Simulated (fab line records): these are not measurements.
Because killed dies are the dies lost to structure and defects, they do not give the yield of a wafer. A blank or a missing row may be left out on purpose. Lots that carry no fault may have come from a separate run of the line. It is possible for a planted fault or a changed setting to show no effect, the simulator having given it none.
Matching of chambers || flow n5-finfet || 3 sister chambers for N5_BEOL_M6_DEP_56 on pecvd-02
The step deposits SiCN from 3MS/NH3, target thk 10 nm, time 17.5 s. 6 wafers are shown with their chamber, then 10 later ones without.

## WAFERS PAIRED WITH THEIR CHAMBERS
{"wafer": "L087.5", "chamber": 1, "throttle-valve-pct (%)": 8.95, "showerhead-plenum-p-Torr (Torr)": 3.667}
{"wafer": "L087.6", "chamber": 0, "throttle-valve-pct (%)": 9.17, "showerhead-plenum-p-Torr (Torr)": 3.672}
{"wafer": "L093.2", "chamber": 0, "throttle-valve-pct (%)": 8.91, "showerhead-plenum-p-Torr (Torr)": 3.669}
{"wafer": "L093.5", "chamber": 2, "throttle-valve-pct (%)": 8.59, "showerhead-plenum-p-Torr (Torr)": 3.666}
{"wafer": "L090.4", "chamber": 1, "throttle-valve-pct (%)": 9.01, "showerhead-plenum-p-Torr (Torr)": 3.669}
{"wafer": "L090.5", "chamber": 2, "throttle-valve-pct (%)": 8.86, "showerhead-plenum-p-Torr (Torr)": 3.675}

## WAFERS MISSING THEIR CHAMBER
{"wafer": "L090.6", "throttle-valve-pct (%)": 9.12, "showerhead-plenum-p-Torr (Torr)": 3.667}
{"wafer": "L092.4", "throttle-valve-pct (%)": 8.54, "showerhead-plenum-p-Torr (Torr)": 3.673}
{"wafer": "L092.5", "throttle-valve-pct (%)": 8.92, "showerhead-plenum-p-Torr (Torr)": 3.666}
{"wafer": "L092.6", "throttle-valve-pct (%)": 8.92, "showerhead-plenum-p-Torr (Torr)": 3.659}
{"wafer": "L094.1", "throttle-valve-pct (%)": 9.23, "showerhead-plenum-p-Torr (Torr)": 3.655}
{"wafer": "L094.2", "throttle-valve-pct (%)": 8.89, "showerhead-plenum-p-Torr (Torr)": 3.669}
{"wafer": "L094.3", "throttle-valve-pct (%)": 8.85, "showerhead-plenum-p-Torr (Torr)": 3.674}
{"wafer": "L097.1", "throttle-valve-pct (%)": 8.66, "showerhead-plenum-p-Torr (Torr)": 3.663}
{"wafer": "L097.3", "throttle-valve-pct (%)": 9.04, "showerhead-plenum-p-Torr (Torr)": 3.667}
{"wafer": "L097.5", "throttle-valve-pct (%)": 8.99, "showerhead-plenum-p-Torr (Torr)": 3.673}

## CHAMBER TAKEN BY EACH
{"wafer": "L090.6", "from the rows above": "can't be placed: 1 or 0 or 2", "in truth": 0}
{"wafer": "L092.4", "from the rows above": "can't be placed: 2 or 1 or 0", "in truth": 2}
{"wafer": "L092.5", "from the rows above": "can't be placed: 1 or 0 or 2", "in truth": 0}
{"wafer": "L092.6", "from the rows above": "can't be placed: 1 or 0 or 2", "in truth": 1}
{"wafer": "L094.1", "from the rows above": "can't be placed: 1 or 0 or 2", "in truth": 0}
{"wafer": "L094.2", "from the rows above": "can't be placed: 1 or 0 or 2", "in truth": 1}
{"wafer": "L094.3", "from the rows above": "can't be placed: 2 or 0 or 1", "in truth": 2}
{"wafer": "L097.1", "from the rows above": "can't be placed: 2 or 1 or 0", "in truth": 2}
{"wafer": "L097.3", "from the rows above": "can't be placed: 1 or 0 or 2", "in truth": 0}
{"wafer": "L097.5", "from the rows above": "can't be placed: 0 or 1 or 2", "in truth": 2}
Correct placement for 0 of the 10. Not placeable from these rows: 10 (in 10, the candidates include the true chamber). Number placed wrongly: 0.
How it was worked out, from the rows above alone: a wafer's distance from a chamber is the root of the sum, over the readings, of the square of ((its reading less the chamber's mean) divided by the reading's scatter). The wafer belongs to the nearest chamber; if the next one is less than 2 further off, it can't be placed. For every chamber, the mean is computed from those of its wafers that are shown. The scatter: the root of (the sum of the squares of (reading less its chamber's mean) over the shown wafers, divided by (wafers less chambers)).
